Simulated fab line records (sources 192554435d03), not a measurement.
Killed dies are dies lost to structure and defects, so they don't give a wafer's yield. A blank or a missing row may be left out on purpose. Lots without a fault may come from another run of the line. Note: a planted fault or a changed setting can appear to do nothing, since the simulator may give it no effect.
fab line records ; flow n5_finfet
record: lots: 5; wafers: 15; last_day: 18
route steps=1938 shown BEOL_M7@1323 BEOL_M8@1332 PASSIVATION@1936
lots that met no fault: from a run of the same line without faults
start_h: start of the lot's first displayed wafer, in hours after the record's first day ; wait_h: hours since the lot's step before ; " the same as in the row above ; L1.1+2: a row that stands for several wafers ; - no value, or no start was given ; * or withheld: withheld ; < > ~ a bound
route shown NAME@n: NAME is a module with steps in the file, n the number in the route of the first one ; usual: the fault-free wafers' mean and standard deviation ; same: alike in all rows ; chamber/n: place in a boat ; sites: the reading at each site ; _std_site: their standard deviation ; _edge_site: inner sites' mean taken away from outer sites' mean ; radius_mm: for every site, how far away it sits from the centre of the wafer ; mask NAME#n: copy n ; behind: tool/chamber where the wafer was last shaped ; hold: cause of the lot's hold/its duration in hours/its outcome ; device: which transistor (n, p or np) failed to switch ; end of line: tests of these same wafers at the route's end ; where a step has no rows: the recipe by itself ; killed: not the wafer's yield, but the dies lost to structure and defects at the first sort ; map: shows each die of a wafer: x if killed, . if not, _ if none is there
set.NAME: setting as actually run; set.NAME@STEP: the setting as run at that earlier step ; model.NAME: the simulator's own value behind a step, which no gauge read
lots at selected steps of the route; one table per step, one row per wafer
services: the hour from which a tool's chamber was out of use, counted from the record's first day as start_h (under 0 if before that day), plus the number of hours and why
== steps ==
step: N5_BEOL_M7_SPUTTER_48
recipe: material: Cu; target_thk_a: 100; temp_c: -20; bias_v: 60; power_w: 26000; chamber_pressure_pa: 0.13; time_s: 1.667
usual: chamber_pressure_pa: 0.12997/0.00026; throttle_valve_pct: 29.8/0.8
lot.wafer;tool;chamber;start_h;wait_h;chamber_pressure_pa;throttle_valve_pct
L650.1;pvd_sputter-03;-;220.34;0.1;0.12932;29.4
L650.3;pvd_sputter-03;-;220.34;0.1;0.13045;29.1
L650.5;pvd_sputter-03;-;220.34;0.1;0.12984;29.8
L654.1;pvd_sputter-01;-;243.11;0.2;0.13002;30.2
L654.3;pvd_sputter-01;-;243.11;0.2;0.12971;31.0
L654.5;pvd_sputter-01;-;243.11;0.2;0.13001;30.0
L660.2;pvd_sputter-03;-;295.56;0.2;0.13022;30.4
L660.3;pvd_sputter-03;-;295.56;0.2;0.12991;29.4
L660.5;pvd_sputter-03;-;295.56;0.2;0.12988;30.5
L664.3;pvd_sputter-03;-;309.50;0.1;0.12952;29.3
L664.5;pvd_sputter-03;-;309.50;0.1;0.12984;29.4
L664.6;pvd_sputter-03;-;309.50;0.1;0.12971;29.0
L669.2;pvd_sputter-03;-;345.68;0.1;0.12967;29.0
L669.4;pvd_sputter-03;-;345.68;0.1;0.12978;30.5
L669.6;pvd_sputter-03;-;345.68;0.1;0.13008;29.2
step: N5_BEOL_M7_ECD_50
recipe: material: Cu; target_thk_a: 3000
step: N5_BEOL_M7_ANNEAL_51
recipe: temp_c: 225; time_s: 90; ambient: N2
usual: anneal_temp_c_max: 226.28/0.27; wafer_temp_C_max: 225.65/0.23
lot.wafer;tool;chamber;start_h;wait_h;anneal_temp_c_max;wafer_temp_C_max
L650.1;rtp_anneal-02;0;223.18;2.7;226.07;225.61
L650.3;rtp_anneal-02;0;223.18;2.7;225.95;225.71
L650.5;rtp_anneal-02;0;223.18;2.7;225.92;225.95
L654.1;rtp_anneal-02;0;243.32;0.1;226.33;226.14
L654.3;rtp_anneal-02;0;243.32;0.1;226.07;225.65
L654.5;rtp_anneal-02;0;243.32;0.1;226.74;225.78
L660.2;rtp_anneal-01;0;296.44;0.7;226.44;225.60
L660.3;rtp_anneal-01;0;296.44;0.7;226.11;225.26
L660.5;rtp_anneal-01;0;296.44;0.7;226.62;225.85
L664.3;rtp_anneal-02;0;310.16;0.5;226.31;225.64
L664.5;rtp_anneal-02;0;310.16;0.5;226.19;225.84
L664.6;rtp_anneal-02;0;310.16;0.5;226.58;225.73
L669.2;rtp_anneal-02;0;346.33;0.5;226.03;225.89
L669.4;rtp_anneal-02;0;346.33;0.5;226.14;225.52
L669.6;rtp_anneal-02;0;346.33;0.5;226.47;226.04
step: N5_BEOL_M7_CMP_52
recipe: stop_on: SiCOH_lowk; t_overpolish_s: 6.9; down_force_psi: 1; platen_rpm: 50; clearing_platen_down_force_psi: 1.5; clearing_platen_rpm: 50; post_cmp_clean: cu_alkaline; target_thk_nm: 80; clearing_platen_pad_velocity_m_s: 0.99484; pad_velocity_m_s: 0.99484
step: N5_BEOL_M7_THK_MEAS_53
recipe: thk_meas_gauge: xrf; reads: Cu_of_BEOL_M7_ECD_50
usual: M7_THK: 79.9/1.8
lot.wafer;tool;chamber;start_h;wait_h;M7_THK[nm]
L650.1;film_metro-02;-;223.78;-;79.6
L650.3;film_metro-02;-;223.78;-;78.5
L650.5;film_metro-02;-;223.78;-;78.1
L654.1;film_metro-01;-;243.91;-;77.9
L654.3;film_metro-01;-;243.91;-;79.1
L654.5;film_metro-01;-;243.91;-;80.3
L660.2;film_metro-02;-;296.99;-;80.4
L660.3;film_metro-02;-;296.99;-;77.9
L660.5;film_metro-02;-;296.99;-;81.7
L664.3;film_metro-02;-;310.66;-;80.3
L664.5;film_metro-02;-;310.66;-;80.7
L664.6;film_metro-02;-;310.66;-;78.3
L669.2;film_metro-02;-;346.88;-;81.5
L669.4;film_metro-02;-;346.88;-;78.2
L669.6;film_metro-02;-;346.88;-;79.5
step: N5_BEOL_M7_PRE_CLEAN_55
recipe: gas: NH3; time_s: 15; temp_c: withheld; rf_power_w: 300
step: N5_BEOL_M7_DEP_56
recipe: material: SiCN; target_thk_a: 100; temp_c: withheld; precursor: 3MS/NH3; pressure_torr: 3; rf_w: 202; time_s: 17.5
step: N5_BEOL_M7_RS_MEAS_57
recipe: thk_meas_gauge: four-point-probe; reads: Cu_of_BEOL_M7_ECD_50+Co_of_BEOL_M7_CVD_78+TaN_of_BEOL_M7_ALD_77
usual: M7_RS: 0.285/0.0076
lot.wafer;tool;chamber;start_h;wait_h;M7_RS[ohm/sq]
L650.1;film_metro-01;-;223.91;0.1;0.288
L650.3;film_metro-01;-;223.91;0.1;0.291
L650.5;film_metro-01;-;223.91;0.1;0.294
L654.1;film_metro-01;-;244.05;0.1;0.293
L654.3;film_metro-01;-;244.05;0.1;0.288
L654.5;film_metro-01;-;244.05;0.1;0.283
L660.2;film_metro-01;-;297.12;0.1;0.283
L660.3;film_metro-01;-;297.12;0.1;0.293
L660.5;film_metro-01;-;297.12;0.1;0.278
L664.3;film_metro-01;-;310.79;0.1;0.286
L664.5;film_metro-01;-;310.79;0.1;0.284
L664.6;film_metro-01;-;310.79;0.1;0.291
L669.2;film_metro-02;-;347.01;0.1;0.276
L669.4;film_metro-02;-;347.01;0.1;0.292
L669.6;film_metro-02;-;347.01;0.1;0.287
step: N5_BEOL_M7_INSPECT_58
recipe: inspect_instrument: darkfield; mode: post_dep
usual: raw_defect_count: 72/24
lot.wafer;tool;chamber;start_h;wait_h;raw_defect_count
L650.1;defect_inspect-02;-;223.93;0.0;65
L650.3;defect_inspect-02;-;223.93;0.0;69
L650.5;defect_inspect-02;-;223.93;0.0;62
L654.1;defect_inspect-01;-;244.07;0.0;111
L654.3;defect_inspect-01;-;244.07;0.0;57
L654.5;defect_inspect-01;-;244.07;0.0;79
L660.2;defect_inspect-02;-;297.15;0.0;133
L660.3;defect_inspect-02;-;297.15;0.0;60
L660.5;defect_inspect-02;-;297.15;0.0;147
L664.3;defect_inspect-01;-;310.82;0.0;43
L664.5;defect_inspect-01;-;310.82;0.0;44
L664.6;defect_inspect-01;-;310.82;0.0;60
L669.2;defect_inspect-01;-;347.03;0.0;66
L669.4;defect_inspect-01;-;347.03;0.0;77
L669.6;defect_inspect-01;-;347.03;0.0;91
step: N5_BEOL_M8_ILD_DEP_00
recipe: material: SiCOH_lowk; target_thk_a: 1797.5; temp_c: 300; precursor: DEMS/porogen; pressure_torr: 5; rf_w: 500; time_s: 33.4
usual: chamber_pressure_Torr: 5.001/0.0092; heater_power_w: 316/67; showerhead_plenum_p_Torr: 5.733/0.018; throttle_valve_pct: 13.3/0.79
lot.wafer;tool;chamber;start_h;wait_h;chamber_pressure_Torr;heater_power_w;showerhead_plenum_p_Torr;throttle_valve_pct
L650.1;pecvd-02;0;223.97;0.0;4.984;328;5.728;13.3
L650.3;pecvd-02;2;223.97;0.0;4.981;327;5.744;12.7
L650.5;pecvd-02;0;223.97;0.0;5.004;332;5.741;13.2
L654.1;pecvd-02;1;244.12;0.0;5.010;245;5.724;12.6
L654.3;pecvd-02;2;244.12;0.0;4.988;362;5.742;12.6
L654.5;pecvd-02;2;244.12;0.0;4.976;363;5.754;12.6
L660.2;pecvd-02;0;297.18;0.0;5.010;355;5.740;13.3
L660.3;pecvd-02;1;297.18;0.0;4.998;282;5.716;12.8
L660.5;pecvd-02;2;297.18;0.0;4.989;394;5.746;12.7
L664.3;pecvd-04;1;310.87;0.1;4.992;192;5.711;13.8
L664.5;pecvd-04;1;310.87;0.1;4.991;191;5.711;13.9
L664.6;pecvd-04;2;310.87;0.1;5.005;385;5.763;12.0
L669.2;pecvd-01;2;347.07;0.0;5.005;419;5.748;13.8
L669.4;pecvd-01;1;347.07;0.0;5.021;367;5.722;13.4
L669.6;pecvd-01;2;347.07;0.0;5.002;414;5.744;13.5
step: N5_BEOL_M8_CURE_74
recipe: temp_c: 385; time_s: 240; ambient: He/Ar; material: SiCOH_lowk
step: N5_BEOL_M8_THK_MEAS_01
recipe: reads: SiCOH_lowk_of_BEOL_M8_ILD_DEP_00
usual: M8_ILD_THK: 154.2/2
lot.wafer;tool;chamber;start_h;wait_h;M8_ILD_THK[nm]
L650.1;film_metro-01;-;224.55;0.4;154.2
L650.3;film_metro-01;-;224.55;0.4;152.3
L650.5;film_metro-01;-;224.55;0.4;155.5
L654.1;film_metro-01;-;244.69;0.4;152.1
L654.3;film_metro-01;-;244.69;0.4;154.4
L654.5;film_metro-01;-;244.69;0.4;157.5
L660.2;film_metro-01;-;297.76;0.4;150.2
L660.3;film_metro-01;-;297.76;0.4;151.8
L660.5;film_metro-01;-;297.76;0.4;155.4
L664.3;film_metro-02;-;311.45;0.3;155.3
L664.5;film_metro-02;-;311.45;0.3;156.0
L664.6;film_metro-02;-;311.45;0.3;154.2
L669.2;film_metro-01;-;347.65;0.4;153.2
L669.4;film_metro-01;-;347.65;0.4;156.6
L669.6;film_metro-01;-;347.65;0.4;157.2
step: N5_BEOL_M8_PECVD_70
recipe: material: SiO2; target_thk_a: 200; temp_c: 400; precursor: TEOS/O2; pressure_torr: 5.5; rf_w: 450; teos_flow_sccm: 53.8; gas: O2; flow_sccm: 3000; time_s: 22.7
usual: chamber_pressure_Torr: 5.500/0.011; heater_power_w: 728/140; showerhead_plenum_p_Torr: 8.76/0.072; throttle_valve_pct: 21.6/1.3
lot.wafer;tool;chamber;start_h;wait_h;chamber_pressure_Torr;heater_power_w;showerhead_plenum_p_Torr;throttle_valve_pct;model.SiO2_of_BEOL_M8_PECVD_70.thk_nm
L650.1;pecvd-04;0;224.59;0.0;5.486;601;8.76;21.7;19.6
L650.3;pecvd-04;0;224.59;0.0;5.503;608;8.74;21.5;20.2
L650.5;pecvd-04;0;224.59;0.0;5.493;592;8.75;21.6;20
L654.1;pecvd-02;0;244.73;0.0;5.478;817;8.73;21.4;20
L654.3;pecvd-02;2;244.73;0.0;5.501;759;8.81;20.4;17.2
L654.5;pecvd-02;1;244.73;0.0;5.491;702;8.71;20.8;20.4
L660.2;pecvd-01;2;297.80;0.0;5.495;919;8.82;22.0;20
L660.3;pecvd-01;1;297.80;0.0;5.502;816;8.76;21.5;20
L660.5;pecvd-01;0;297.80;0.0;5.511;798;8.82;24.4;20.2
L664.3;pecvd-02;0;311.49;0.0;5.484;737;8.74;21.4;19.8
L664.5;pecvd-02;2;311.49;0.0;5.512;764;8.81;20.4;20.4
L664.6;pecvd-02;0;311.49;0.0;5.493;746;8.73;21.6;20
L669.2;pecvd-04;1;347.68;0.0;5.506;493;8.64;22.5;19.6
L669.4;pecvd-04;0;347.68;0.0;5.496;552;8.72;21.7;20.2
L669.6;pecvd-04;2;347.68;0.0;5.507;849;8.91;19.8;20.2
step: N5_BEOL_M8_HM_DEP_02
recipe: material: TiN; target_thk_a: 200; temp_c: 25; chamber_pressure_pa: 0.49996
step: N5_BEOL_M8_COAT_59
recipe: resist: SOC; temp_c: 250; time_s: 60; spin_rpm: 1500; resist_thk_nm: 100
step: N5_BEOL_M8_COAT_60
recipe: resist: SiARC; temp_c: 220; time_s: 60; spin_rpm: 1500; resist_thk_nm: 35
step: N5_BEOL_M8_COAT_05
recipe: resist: CAR-ArF; spin_rpm: 1500; resist_thk_nm: 90
step: N5_BEOL_M8_EBR_07
recipe: solvent: PGMEA; ebr_width_mm: 1.5
step: N5_BEOL_M8_SOFTBAKE_06
recipe: temp_c: 110; time_s: 60; resist: CAR-ArF
step: N5_BEOL_M8_EXPOSE_08
recipe: mask_id: M8; na: 1.35; source_shape: dipole; sigma_inner: 0.817; sigma_outer: 0.97; polarization: te; dose_mj: 68.25
step: N5_BEOL_M8_PEB_09
recipe: peb_temp_c: withheld; peb_time_s: 60; resist: CAR-ArF
step: N5_BEOL_M8_DEVELOP_10
recipe: develop_time_s: 30; developer: TMAH; resist: CAR-ArF; rinse_liquid: diw; dry: air_spin; dev_temp_c: 23
step: N5_BEOL_M8_CD_MEAS_11
recipe: target_cd_nm: 38.5; landing_energy_ev: 500; detector: se_inlens; polarity: opening
usual: cd_nm: 38.5/0.44
lot.wafer;tool;chamber;start_h;wait_h;cd_nm
L650.1;cd_sem-01;0;225.85;-;38.4
L650.3;cd_sem-01;0;225.85;-;38.3
L650.5;cd_sem-01;0;225.85;-;38.8
L654.1;cd_sem-03;0;246.88;-;39.1
L654.3;cd_sem-03;0;246.88;-;38.5
L654.5;cd_sem-03;0;246.88;-;38.3
L660.2;cd_sem-01;0;298.80;-;38.5
L660.3;cd_sem-01;0;298.80;-;39.3
L660.5;cd_sem-01;0;298.80;-;39.0
L664.3;cd_sem-01;0;312.31;-;38.2
L664.5;cd_sem-01;0;312.31;-;38.4
L664.6;cd_sem-01;0;312.31;-;37.6
L669.2;cd_sem-02;0;349.58;-;38.0
L669.4;cd_sem-02;0;349.58;-;39.0
L669.6;cd_sem-02;0;349.58;-;38.2
step: N5_BEOL_M8_OVL_MEAS_12
recipe: points_per_wafer: 44
usual: M8_OVL: 0.3/0.66
lot.wafer;tool;chamber;start_h;wait_h;M8_OVL[nm]
L650.1;overlay-01;0;225.88;0.0;0.6
L650.3;overlay-01;0;225.88;0.0;0.7
L650.5;overlay-01;0;225.88;0.0;0.4
L654.1;overlay-02;0;246.91;0.0;0.5
L654.3;overlay-02;0;246.91;0.0;0.7
L654.5;overlay-02;0;246.91;0.0;0.6
L660.2;overlay-01;0;298.83;0.0;0.5
L660.3;overlay-01;0;298.83;0.0;-0.1
L660.5;overlay-01;0;298.83;0.0;-0.2
L664.3;overlay-01;0;312.34;0.0;0.7
L664.5;overlay-01;0;312.34;0.0;-0.7
L664.6;overlay-01;0;312.34;0.0;0.2
L669.2;overlay-02;0;349.61;0.0;-0.6
L669.4;overlay-02;0;349.61;0.0;-0.6
L669.6;overlay-02;0;349.61;0.0;-0.2
step: N5_BEOL_M8_INSPECT_13
recipe: mode: adi; inspect_instrument: brightfield
usual: raw_defect_count: 376/70
lot.wafer;tool;chamber;start_h;wait_h;raw_defect_count
L650.1;defect_inspect-01;-;225.90;0.0;345
L650.3;defect_inspect-01;-;225.90;0.0;335
L650.5;defect_inspect-01;-;225.90;0.0;523
L654.1;defect_inspect-01;-;246.94;0.0;440
L654.3;defect_inspect-01;-;246.94;0.0;523
L654.5;defect_inspect-01;-;246.94;0.0;461
L660.2;defect_inspect-01;-;298.85;0.0;395
L660.3;defect_inspect-01;-;298.85;0.0;299
L660.5;defect_inspect-01;-;298.85;0.0;419
L664.3;defect_inspect-02;-;312.37;0.0;325
L664.5;defect_inspect-02;-;312.37;0.0;374
L664.6;defect_inspect-02;-;312.37;0.0;252
L669.2;defect_inspect-01;-;349.64;0.0;328
L669.4;defect_inspect-01;-;349.64;0.0;337
L669.6;defect_inspect-01;-;349.64;0.0;390
step: N5_BEOL_M8_DESCUM_16
recipe: chemistry: O2; time_s: 7.9; source_power_w: 50; bias_power_w: 20; pressure_mtorr: 20; rf_frequency_hz: 2.712e+07; temp_c: 40; resist: CAR-ArF; o2_flow_sccm: 225
step: N5_BEOL_M8_ETCH_61
recipe: chemistry: CF4; target: SiARC; target_depth_a: 455; mask_material: CAR-ArF; time_s: 75.8; ion_energy_ev: 80; pressure_mtorr: 40; source_w: 545; bias_w: 36; Ar_flow_sccm: 100; cf4_flow_sccm: 100; ends: cleared
step: N5_BEOL_M8_ETCH_62
recipe: chemistry: N2/H2; target: SOC; target_depth_a: 1100; overetch_a: 220; mask_material: SiARC; temp_c: 40; time_s: 165; ion_energy_ev: 200; pressure_mtorr: 30; source_w: 840; bias_w: 150; n2_flow_sccm: 200; h2_flow_sccm: 200
usual: drypump_motor_current_A: 5.6/0.47; oes_product_au: 0.68/0.055; rf_vpp_V: 524.1/2.8; showerhead_plenum_p_Torr: 2.55/0.095; throttle_valve_pct: 17.81/0.21
lot.wafer;tool;chamber;start_h;wait_h;drypump_motor_current_A;oes_product_au;rf_hours_counter_h;rf_vpp_V;showerhead_plenum_p_Torr;throttle_valve_pct
L650.1;rie_diel-01;3;226.23;0.0;5.3;0.67;113;521.4;2.45;17.56
L650.3;rie_diel-01;1;226.23;0.0;5.7;0.58;241;524.9;2.50;17.97
L650.5;rie_diel-01;3;226.23;0.0;5.4;0.67;-;521.7;2.45;17.57
L654.1;rie_diel-05;2;247.06;0.0;5.7;0.71;91;521.5;2.46;18.01
L654.3;rie_diel-05;3;247.06;0.0;5.0;0.72;50;528.8;2.69;17.56
L654.5;rie_diel-05;0;247.06;0.0;5.5;0.70;-;521.4;2.47;17.57
L660.2;rie_diel-05;3;299.08;0.0;5.0;0.69;69;527.6;2.68;17.61
L660.3;rie_diel-05;1;299.08;0.0;6.1;0.72;60;524.4;2.57;17.56
L660.5;rie_diel-05;1;299.08;0.0;6.1;0.71;-;523.3;2.57;17.57
L664.3;rie_diel-05;1;312.75;0.0;6.1;0.70;66;525.5;2.57;17.58
L664.5;rie_diel-05;3;312.75;0.0;5.0;0.69;-;527.8;2.68;17.61
L664.6;rie_diel-05;2;312.75;0.0;5.7;0.68;-;520.3;2.45;18.06
L669.2;rie_diel-05;3;349.76;0.0;5.0;0.68;87;528.4;2.68;17.63
L669.4;rie_diel-05;0;349.76;0.0;5.5;0.67;99;522.4;2.45;17.63
L669.6;rie_diel-05;3;349.76;0.0;5.0;0.68;-;528.1;2.68;17.62
step: N5_BEOL_M8_STRIP_68
recipe: chemistry: N2/H2; temp_c: 40; n2_flow_sccm: 200; h2_flow_sccm: 200; rf_frequency_hz: 6e+07
step: N5_BEOL_M8_STRIP_67
recipe: chemistry: CF4; resist: SiARC; power_w: 300; bias_power_w: 75; pressure_mtorr: 50; cf4_flow_sccm: 150; rf_frequency_hz: 6e+07
step: N5_BEOL_M8_HM_OPEN_17
recipe: chemistry: Cl2/BCl3; target_depth_a: 200; overetch_a: 60; target: TiN; mask_material: SOC; ion_energy_ev: 150; pressure_mtorr: 10; icp_w: 1000; bias_w: 126; Cl2_flow_sccm: 53.25; bcl3_flow_sccm: 21.75; Ar_flow_sccm: 25
usual: drypump_motor_current_A: 5.8/0.33; mfc_ar_sccm: 25.00/0.074; oes_ar_750_au: 0.76/0.11; oes_product_au: 0.66/0.092; throttle_valve_pct: 22.02/0.12
lot.wafer;tool;chamber;start_h;wait_h;drypump_motor_current_A;mfc_ar_sccm;oes_ar_750_au;oes_product_au;rf_hours_counter_h;throttle_valve_pct
L650.1;rie_metal-01;0;226.42;0.0;5.6;25.01;0.88;0.74;16;22.03
L650.3;rie_metal-01;0;226.42;0.0;5.6;25.02;0.87;0.75;-;22.02
L650.5;rie_metal-01;0;226.42;0.0;5.6;25.01;0.87;0.74;-;22.03
L654.1;rie_metal-02;1;247.25;0.0;6.2;24.94;0.89;0.77;10;21.78
L654.3;rie_metal-02;1;247.25;0.0;6.2;24.97;0.89;0.77;-;21.78
L654.5;rie_metal-02;0;247.25;0.0;6.1;25.02;0.79;0.68;-;22.06
L660.2;rie_metal-03;1;299.27;0.0;5.8;24.95;0.74;0.64;51;21.99
L660.3;rie_metal-03;1;299.27;0.0;5.8;24.97;0.74;0.66;-;21.98
L660.5;rie_metal-03;0;299.27;0.0;6.2;25.09;0.64;0.54;-;21.98
L664.3;rie_metal-02;0;312.97;0.1;6.2;25.01;0.78;0.67;-;22.05
L664.5;rie_metal-02;0;312.97;0.1;6.2;25.09;0.78;0.66;-;22.07
L664.6;rie_metal-02;1;312.97;0.1;6.2;25.04;0.86;0.74;-;21.79
L669.2;rie_metal-01;1;349.95;0.0;5.4;25.05;0.97;0.84;0;21.98
L669.4;rie_metal-01;0;349.95;0.0;5.6;25.14;0.82;0.71;-;22.05
L669.6;rie_metal-01;0;349.95;0.0;5.5;25.09;0.82;0.70;-;22.06
step: N5_BEOL_M8_STRIP_19
recipe: chemistry: O2; power_w: 400; temp_c: 40; pressure_mtorr: 30; rf_frequency_hz: 6e+07; bias_power_w: 0; overash_fraction: 0.2; o2_flow_sccm: 225
step: N5_BEOL_M8_CD_MEAS_18
recipe: pitch_nm: 80; target_cd_nm: 40
usual: cd_nm: 40.1/0.52
lot.wafer;tool;chamber;start_h;wait_h;cd_nm
L650.1;cd_sem-01;-;226.60;0.0;40.0
L650.3;cd_sem-01;-;226.60;0.0;39.9
L650.5;cd_sem-01;-;226.60;0.0;40.4
L654.1;cd_sem-03;-;247.43;0.0;40.9
L654.3;cd_sem-03;-;247.43;0.0;40.7
L654.5;cd_sem-03;-;247.43;0.0;39.7
L660.2;cd_sem-01;-;299.45;0.1;40.3
L660.3;cd_sem-01;-;299.45;0.1;40.5
L660.5;cd_sem-01;-;299.45;0.1;40.4
L664.3;cd_sem-03;-;313.22;0.1;39.0
L664.5;cd_sem-03;-;313.22;0.1;39.7
L664.6;cd_sem-03;-;313.22;0.1;39.4
L669.2;cd_sem-02;-;350.13;0.1;39.4
L669.4;cd_sem-02;-;350.13;0.1;40.6
L669.6;cd_sem-02;-;350.13;0.1;39.6
step: N5_BEOL_M8_COAT_63
recipe: resist: SOC; temp_c: 250; time_s: 60; spin_rpm: 1500; resist_thk_nm: 60
step: N5_BEOL_M8_COAT_64
recipe: resist: SiARC; temp_c: 220; time_s: 60; spin_rpm: 1500; resist_thk_nm: 12
step: N5_BEOL_M8_COAT_71
recipe: resist: underlayer; temp_c: 205; time_s: 60; spin_rpm: 1500; resist_thk_nm: 5
step: N5_BEOL_M8_COAT_22
recipe: resist: CAR-EUV; spin_rpm: 1500; resist_thk_nm: 30
step: N5_BEOL_M8_EBR_24
recipe: solvent: PGMEA; ebr_width_mm: 1.5
step: N5_BEOL_M8_SOFTBAKE_23
recipe: temp_c: 110; time_s: 60; resist: CAR-EUV
step: N5_BEOL_M8_EXPOSE_25
recipe: mask_id: V7; na: 0.33; source_shape: annular; sigma_inner: 0.4; sigma_outer: 0.8; polarization: unpolarized; target_cd_nm: 40; dose_mj: 42.5
step: N5_BEOL_M8_PEB_26
recipe: peb_temp_c: 100; peb_time_s: 60; resist: CAR-EUV
step: N5_BEOL_M8_DEVELOP_27
recipe: develop_time_s: 30; developer: TMAH; resist: CAR-EUV; rinse_liquid: surfactant_rinse; dry: air_spin; dev_temp_c: 23
step: N5_BEOL_M8_HM_STRIP_39
recipe: chemistry: peroxide_tin_strip; material: TiN; target_depth_a: 250; temp_c: 50; time_s: 158
usual: bath_guard_temp_C: 49.9/0.56
lot.wafer;tool;chamber;start_h;wait_h;bath_guard_temp_C;model.SiO2_of_BEOL_M8_PECVD_70.thk_nm
L650.1;wet_bench-04;1;229.94;0.0;49.9;19.4
L650.3;wet_bench-04;4;229.94;0.0;50.0;20
L650.5;wet_bench-04;7;229.94;0.0;50.8;19.8
L654.1;wet_bench-05;5;249.31;0.0;49.0;19.8
L654.3;wet_bench-05;3;249.31;0.0;50.5;17
L654.5;wet_bench-05;4;249.31;0.0;50.3;20.2
L660.2;wet_bench-04;4;302.25;0.0;49.9;20
L660.3;wet_bench-04;7;302.25;0.0;50.6;19.8
L660.5;wet_bench-04;6;302.25;0.0;49.5;20.2
L664.3;wet_bench-01;5;314.64;0.0;49.9;19.8
L664.5;wet_bench-01;1;314.64;0.0;49.7;20.2
L664.6;wet_bench-01;0;314.64;0.0;49.7;20
L669.2;wet_bench-01;2;351.87;0.0;49.2;19.6
L669.4;wet_bench-01;7;351.87;0.0;50.9;20
L669.6;wet_bench-01;4;351.87;0.0;50.0;20
step: N5_BEOL_M8_CMP_52
recipe: stop_on: SiCOH_lowk; t_overpolish_s: 6.9; down_force_psi: 1; platen_rpm: 50; clearing_platen_down_force_psi: 1.5; clearing_platen_rpm: 50; post_cmp_clean: cu_alkaline; target_thk_nm: 80; clearing_platen_pad_velocity_m_s: 0.99484; pad_velocity_m_s: 0.99484
usual: barrier_field_endpoint_s: 29.0/0.68; motor_current_A: 6.0/0.82
lot.wafer;tool;chamber;start_h;wait_h;barrier_field_endpoint_s;motor_current_A
L650.3;cmp-03;1;234.59;0.2;29.5;5.6
L650.1;cmp-03;0;234.59;0.2;27.9;6.4
L650.5;cmp-03;2;234.59;0.2;29.0;6.0
L654.3;cmp-03;0;252.46;0.3;25.4;6.5
L654.1;cmp-03;1;252.46;0.3;29.5;5.8
L654.5;cmp-03;2;252.46;0.3;29.2;6.1
L660.3;cmp-02;2;304.43;0.2;29.0;5.5
L660.2;cmp-02;1;304.43;0.2;29.7;5.2
L660.5;cmp-02;3;304.43;0.2;29.3;6.0
L664.3;cmp-04;0;317.67;0.2;29.1;7.6
L664.6;cmp-04;2;317.67;0.2;28.4;6.2
L664.5;cmp-04;3;317.67;0.2;29.2;5.5
L669.2;cmp-04;1;354.95;0.3;28.6;5.1
L669.4;cmp-04;2;354.95;0.3;28.9;6.1
L669.6;cmp-04;0;354.95;0.3;29.0;7.6
step: N5_PASSIVATION_PROBE_49
usual: defect_limited_yield: 91.5/1.3; killed_at_M0_to_M3: 33/11; killed_at_M4_up: 14/5.3; killed_at_contacts: 11/6.3; killed_at_front_end: 38/10; killed_at_other: 3.7/2.8; killed_dies: 101/16; killed_open: 67/12; killed_short: 32/7.4; sort_bin_5_function: 5.0/0.86; sort_bin_6_memory: 3.2/0.69; sort_n_pass: 1079/16; sort_yield_pct: 91.5/1.3
same: gross_dies: 1180; killed_at_back_side: 0; sort_bin_4_leakage[%]: 0; sort_bin_8_speed[%]: 0
lot.wafer;tool;chamber;start_h;wait_h;defect_limited_yield[%];killed_at_M0_to_M3;killed_at_M4_up;killed_at_contacts;killed_at_front_end;killed_at_other;killed_dies;killed_open;killed_short;sort_bin_5_function[%];sort_bin_6_memory[%];sort_n_pass;sort_yield_pct[%]
L654.1;prober-01;-;317.86;0.0;90.4;23;12;29;47;2;113;65;47;5.1;3.9;1067;90.4
L654.3;prober-01;-;317.96;0.1;89.3;49;18;22;33;4;126;75;51;6.9;3.2;1054;89.3
L654.5;prober-01;-;318.06;0.2;90.3;28;17;24;44;2;115;72;42;6.0;3.4;1065;90.3
killed by level:class
L654.1 MOL_CONTACT_COAG:geometric_particle:open=21 FIN_SAQP:geometric_particle:short=14 STI_FIN_REVEAL:geometric_particle:open=9 MOL_CONTACT_COAG:geometric_particle:short=8 BEOL_M0_SAQP:geometric_particle:open=8 BEOL_M0_SAQP:geometric_particle:short=6 FIN_SAQP:geometric_particle:open=5 BEOL_M5:geometric_particle:open=5
L654.3 MOL_CONTACT_COAG:geometric_particle:open=17 BEOL_M0_SAQP:geometric_particle:open=12 BEOL_M0_SAQP:geometric_particle:short=11 BEOL_M4:geometric_particle:open=9 STI_FIN_REVEAL:geometric_particle:open=7 BEOL_M2:geometric_particle:open=7 BEOL_M3:geometric_particle:open=7 STARTING-WAFER:geometric_particle:short=6
L654.5 MOL_CONTACT_COAG:geometric_particle:open=16 STI_FIN_REVEAL:geometric_particle:open=15 MOL_CONTACT_COAG:geometric_particle:short=8 BEOL_M0_SAQP:geometric_particle:open=8 FIN_SAQP:geometric_particle:short=7 BEOL_M0_SAQP:geometric_particle:short=6 FIN_SAQP:geometric_particle:open=5 BEOL_M4:geometric_particle:open=5
== services ==
tool;chamber;start_h;hours;kind
cmp-02;-;198.41;1.0;repair
cmp-04;-;203.01;6.4;repair
rie_metal-03;-;220.80;1.4;pm
pecvd-01;-;224.56;28.1;pm
cmp-03;-;244.11;0.9;repair
cmp-03;-;247.32;3.2;pm
pecvd-04;0;258.64;22.5;repair
cmp-02;-;258.91;4.0;pm
rtp_anneal-02;-;260.73;4.3;pm
cmp-03;-;263.86;5.5;pm
cmp-03;-;273.61;1.6;repair
pecvd-02;2;274.35;22.4;repair
cmp-02;-;277.43;2.4;repair
cmp-02;-;283.59;2.3;repair
pvd_sputter-03;-;285.89;3.8;repair
cmp-03;-;292.65;2.2;repair
rtp_anneal-02;-;293.34;3.0;pm
pecvd-04;0;298.85;17.7;repair
pecvd-02;0;303.38;4.9;repair
pecvd-04;-;321.96;2.3;repair
rie_diel-05;-;328.94;1.0;repair
cmp-04;-;329.10;0.3;repair
cmp-03;-;329.85;0.9;repair
rie_diel-01;3;338.74;10.4;repair
== key ==
first_sign: step: N5_BEOL_M8_CMP_52; reading: barrier_field_endpoint_s; direction: down; sigmas: 5.3; usual: 29.0; struck: 25.4
effect none on later readings
model_effect: step: N5_BEOL_M8_PECVD_70; value: SiO2_of_BEOL_M8_PECVD_70.thk_nm; without: 20; struck: 17.2
model_effect: step: N5_BEOL_M8_HM_STRIP_39; value: SiO2_of_BEOL_M8_PECVD_70.thk_nm; without: 19.8; struck: 17
met_at N5_BEOL_M8_PECVD_70
struck_wafers L654.3
fault: kind: process_parameter_drift; tool: pecvd-02; chamber: -; onset_h: 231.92; steps: N5_BEOL_M8_PECVD_70; channel: time_s; offset: *; shape: step; end_h: 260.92; scope: struck_wafers_only; acts_in: *; stated: *
